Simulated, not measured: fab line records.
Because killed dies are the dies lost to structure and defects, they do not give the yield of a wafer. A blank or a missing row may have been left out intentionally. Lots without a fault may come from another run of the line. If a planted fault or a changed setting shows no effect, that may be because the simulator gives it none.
Chamber matching	flow n5_finfet	3 sister chambers for N5_BEOL_M2_PRE_CLEAN_60 on cvd_co-02
The step time 15 s. 16 wafers are shown with their chamber, then 8 later ones without.

== WAFERS, EACH WITH ITS CHAMBER ==
wafer	chamber	heater_power_w (W)
L078.1	1	90
L078.4	0	102
L078.6	2	119
L082.1	2	120
L082.3	1	89
L082.6	0	104
L083.1	2	118
L083.2	1	91
L083.3	0	103
L083.4	2	118
L083.5	0	103
L083.6	1	91
L091.3	0	105
L091.4	2	123
L091.6	1	90
L092.3	2	125

SIGNATURES (means of the wafers above)
reading	chamber 0	chamber 1	chamber 2	scatter within a chamber
heater_power_w	103.40	90.20	120.50	1.95
Rule: for each reading, subtract the chamber's mean from the wafer's reading, divide by that reading's scatter and square the result; add these up over the readings and take the root, which gives the wafer's distance from the chamber. The wafer belongs to the nearest chamber; if the next one is less than 2 further off, it can't be placed. The scatter: the root of (the sum of the squares of (reading less its chamber's mean) over the shown wafers, divided by (wafers less chambers)).

== WAFERS WITH NO CHAMBER GIVEN ==
wafer	heater_power_w (W)
L092.5	122
L092.6	91
L096.1	90
L096.5	103
L096.6	89
L097.2	91
L097.3	104
L097.6	124

== THE CHAMBER EACH PASSED THROUGH ==
wafer	from the rows above	in truth
L092.5	2	2
L092.6	1	1
L096.1	1	1
L096.5	0	0
L096.6	1	1
L097.2	1	1
L097.3	0	0
L097.6	2	2
Correct placement for 8 of the 8. Can't be placed from these rows: 0. Placed wrongly: 0.
